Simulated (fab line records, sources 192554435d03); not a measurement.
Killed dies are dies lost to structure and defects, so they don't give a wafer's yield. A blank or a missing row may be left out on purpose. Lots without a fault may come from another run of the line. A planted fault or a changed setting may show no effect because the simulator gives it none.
Which tool did it? | flow n5_finfet | 11 lots, 33 wafers sampled, at 3 steps of a route of 1938

WHAT THE GAUGES READ, wafer by wafer
N5_BEOL_M11_CD_MEAS_28: target cd 70 nm. Usual: cd_nm 69.7 nm, standard deviation 0.85.
lot  | measured     | on        | cd_nm (nm)     | flag
L158 | day 10 18:31 | cd_sem-01 | 69.5 71.3 70.8 |
L159 | day 11 02:22 | cd_sem-02 | 69.2 69.8 70.3 |
L157 | day 11 04:59 | cd_sem-02 | 70.7 70.1 70.0 |
L161 | day 12 10:22 | cd_sem-03 | 69.8 69.9 70.1 |
L163 | day 12 17:22 | cd_sem-03 | 69.4 68.1 68.7 |
L168 | day 13 04:10 | cd_sem-03 | 70.8 70.0 70.1 |
L170 | day 14 00:40 | cd_sem-02 | 69.7 69.9 70.9 |
L169 | day 14 02:19 | cd_sem-03 | 70.3 69.8 70.5 |
L171 | day 14 04:08 | cd_sem-03 | 70.7 69.9 70.1 |
L178 | day 15 18:07 | cd_sem-03 | 70.4 71.4 70.9 |
L180 | day 16 17:32 | cd_sem-01 | 69.3 69.5 69.0 |

N5_BEOL_M11_INSPECT_30: inspects for defects (brightfield). Usual: raw_defect_count 422, standard deviation 87.
lot  | measured     | on                | raw_defect_count | flag
L158 | day 10 18:35 | defect_inspect-01 | 415 406 567      |
L159 | day 11 02:25 | defect_inspect-01 | 296 349 445      |
L157 | day 11 05:02 | defect_inspect-02 | 424 501 395      |
L161 | day 12 10:25 | defect_inspect-02 | 516 505 555      |
L163 | day 12 17:26 | defect_inspect-02 | 532 464 502      |
L168 | day 13 04:14 | defect_inspect-02 | 493 523 567      |
L170 | day 14 00:43 | defect_inspect-01 | 334 372 400      |
L169 | day 14 02:22 | defect_inspect-01 | 352 339 382      |
L171 | day 14 04:12 | defect_inspect-01 | 460 318 356      |
L178 | day 15 18:11 | defect_inspect-01 | 371 394 273      |
L180 | day 16 17:35 | defect_inspect-02 | 347 417 405      |

WHICH TOOL RAN EACH LOT (tool, then ch and the chambers of the sampled wafers, then the start)
lot  | N5_BEOL_M11_STRIP_67
L158 | rie_diel-03 ch 0,1,2, day 10 17:07
L159 | rie_diel-05 ch 2,3, day 11 00:08
L157 | rie_diel-06 ch 0,1,3, day 11 03:27
L161 | rie_diel-05 ch 0,2,3, day 12 09:34
L163 | rie_diel-03 ch 1,3, day 12 15:11
L168 | rie_diel-06 ch 1,3, day 13 01:44
L170 | rie_diel-03 ch 0,1,2, day 13 22:35
L169 | rie_diel-05 ch 1,2,3, day 14 00:28
L171 | rie_diel-06 ch 0,2,3, day 14 03:35
L178 | rie_diel-03 ch 0,1,2, day 15 16:32
L180 | rie_diel-06 ch 1,2,3, day 16 16:53
- N5_BEOL_M11_STRIP_67: strips in CF4.

WHAT THE TOOLS THEMSELVES READ (means of the sampled wafers that have a number; where no wafer has one, the mark that the record gives instead)
N5_BEOL_M11_STRIP_67. Usual: drypump_motor_current_A 5.40 A, standard deviation 0.27; oes_product_au 0.79 a.u., standard deviation 0.09; rf_vpp_V 271.4 V, standard deviation 1.4; showerhead_plenum_p_Torr 1.81 Torr, standard deviation 0.044; throttle_valve_pct 13.56 %, standard deviation 0.26.
lot  | tool        | drypump_motor_current_A (A) | oes_product_au (a.u.) | rf_vpp_V (V) | showerhead_plenum_p_Torr (Torr) | throttle_valve_pct (%) | flag
L158 | rie_diel-03 | 5.48                        | 0.73                  | 271.4        | 1.81                            | 13.62                  |
L159 | rie_diel-05 | 5.55                        | 0.84                  | 271.8        | 1.80                            | 13.31                  |
L157 | rie_diel-06 | 5.27                        | 0.77                  | 270.9        | 1.82                            | 13.56                  |
L161 | rie_diel-05 | 5.34                        | 0.85                  | 270.6        | 1.81                            | 13.45                  |
L163 | rie_diel-03 | 5.19                        | 0.88                  | 273.0        | 1.85                            | 13.46                  |
L168 | rie_diel-06 | 5.39                        | 0.82                  | 271.9        | 1.82                            | 13.50                  |
L170 | rie_diel-03 | 5.47                        | 0.80                  | 272.1        | 1.80                            | 13.47                  |
L169 | rie_diel-05 | 5.49                        | 0.81                  | 270.4        | 1.77                            | 13.36                  |
L171 | rie_diel-06 | 5.43                        | 0.70                  | 273.0        | 1.80                            | 13.82                  |
L178 | rie_diel-03 | 5.48                        | 0.78                  | 271.1        | 1.80                            | 13.50                  |
L180 | rie_diel-06 | 5.55                        | 0.75                  | 271.4        | 1.79                            | 13.79                  |

THE ANSWER, worked out from the rows above alone
Rule: a lot is off if the mean of its wafers that have a number lies more than 3 standard deviations from the usual mean. A lot without any number at a reading at which 4 lots or more have one is off too. The other lots that the step has rows for count as sound. The gauges are gone through in route order, then the tools' own readings, and for those a lot's mean is taken as printed above. The first step at which some lot is off is used, and at that step the reading that is off furthest; a lot without a number counts as furthest.
No lot is off at any reading shown: from this, nothing can be told.

WHAT THE SIMULATOR HAD PUT IN
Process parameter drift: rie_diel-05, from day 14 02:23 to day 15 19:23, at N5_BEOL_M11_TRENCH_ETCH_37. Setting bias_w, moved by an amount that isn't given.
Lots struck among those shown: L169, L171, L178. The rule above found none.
